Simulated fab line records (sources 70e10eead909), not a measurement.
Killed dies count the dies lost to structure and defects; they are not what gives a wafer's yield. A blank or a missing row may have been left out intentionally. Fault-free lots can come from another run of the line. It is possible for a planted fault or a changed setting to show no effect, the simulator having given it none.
Chamber matching    flow nand harc    NHARC_A_SLIT_DEP_23 on pecvd-01 has 3 sister chambers
The step deposits SiON, target thk 100 nm. 6 wafers are shown with their chamber, then 10 later ones without.

## WAFERS, EACH WITH ITS CHAMBER
wafer   chamber  heater power outer w (W)  heater power w (W)
L082.5  2        315                       577
L089.1  0        500                       776
L089.2  1        455                       703
L089.4  2        396                       673
L091.1  0        426                       695
L091.2  1        476                       719

## WAFERS WITH NO CHAMBER GIVEN
wafer   heater power outer w (W)  heater power w (W)
L091.4  468                       726
L088.2  452                       710
L088.5  454                       698
L088.6  346                       603
L092.1  496                       780
L092.2  445                       686
L092.3  380                       647
L094.3  503                       800
L094.5  373                       601
L094.6  315                       555

## WHICH CHAMBER EACH ONE RAN IN
wafer    from the rows above            in truth
L091.4   can't be placed: 0 or 1        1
L088.2   can't be placed: 1 or 0        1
L088.5   can't be placed: 1 or 0        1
L088.6   2                              2
L092.1   can't be placed: 0 or 1        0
L092.2   can't be placed: 1 or 0 or 2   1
L092.3   can't be placed: 2 or 1 or 0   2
L094.3   can't be placed: 0 or 1        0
L094.5   2                              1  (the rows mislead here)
L094.6   2                              2
2 of 10 placed correctly. From these rows, 7 cannot be placed; in 7 the true chamber is one of the candidates. Number placed wrongly: 1.
How it was worked out, from the rows above alone: a wafer's distance from a chamber is the root of the sum, over the readings, of the square of ((its reading less the chamber's mean) divided by the reading's scatter). If the next closest chamber is less than 2 further off than the closest, the wafer can't be placed; otherwise it belongs to the closest. For every chamber, the mean is computed from those of its wafers that are shown. How the scatter is found: for the shown wafers, subtract from each reading the mean of its chamber, square and add these, divide the total by (wafers less chambers), then take the root.
